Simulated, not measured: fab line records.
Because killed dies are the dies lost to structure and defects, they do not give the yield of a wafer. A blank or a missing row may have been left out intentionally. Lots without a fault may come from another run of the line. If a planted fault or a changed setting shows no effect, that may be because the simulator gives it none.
Chamber matching :: flow nand-harc :: 4 sister chambers for NHARC_P_M2_ETCH_35 on rie-diel-06
The step etches the open film in N2/H2, target depth 40 nm, overetch 12 nm, time 43.94 s. 4 wafers are shown with their chamber, then 8 later ones without.

WAFERS PAIRED WITH THEIR CHAMBERS
wafer: L084.1
chamber: 2
drypump-motor-current-A (A): 5.7

wafer: L084.6
chamber: 0
drypump-motor-current-A (A): 4.9

wafer: L084.2
chamber: 3
drypump-motor-current-A (A): 6.4

wafer: L088.1
chamber: 1
drypump-motor-current-A (A): 6.0

WAFERS WITH NO CHAMBER GIVEN
wafer: L088.5
drypump-motor-current-A (A): 5.7

wafer: L088.6
drypump-motor-current-A (A): 6.3

wafer: L091.1
drypump-motor-current-A (A): 4.9

wafer: L091.2
drypump-motor-current-A (A): 6.4

wafer: L091.5
drypump-motor-current-A (A): 6.3

wafer: L093.1
drypump-motor-current-A (A): 4.9

wafer: L093.3
drypump-motor-current-A (A): 6.3

wafer: L093.5
drypump-motor-current-A (A): 6.0

THE CHAMBER EACH PASSED THROUGH
wafer: L088.5
from the rows above: 2
in truth: 2

wafer: L088.6
from the rows above: 3
in truth: 3

wafer: L091.1
from the rows above: 0
in truth: 0

wafer: L091.2
from the rows above: 3
in truth: 3

wafer: L091.5
from the rows above: 3
in truth: 3

wafer: L093.1
from the rows above: 0
in truth: 0

wafer: L093.3
from the rows above: 3
in truth: 3

wafer: L093.5
from the rows above: 1
in truth: 1
Correctly placed: 8 of 8. Number that these rows cannot place: 0. 0 placed wrongly.
How it was worked out, from the rows above alone: a wafer's distance from a chamber is the root of the sum, over the readings, of the square of ((its reading less the chamber's mean) divided by the reading's scatter). The wafer belongs to the nearest chamber; if the next one is less than 2 further off, it can't be placed. For every chamber, the mean is computed from those of its wafers that are shown. The scatter: root of mean squared gap, hidden wafer to nearest shown wafer, with one shown wafer a chamber.
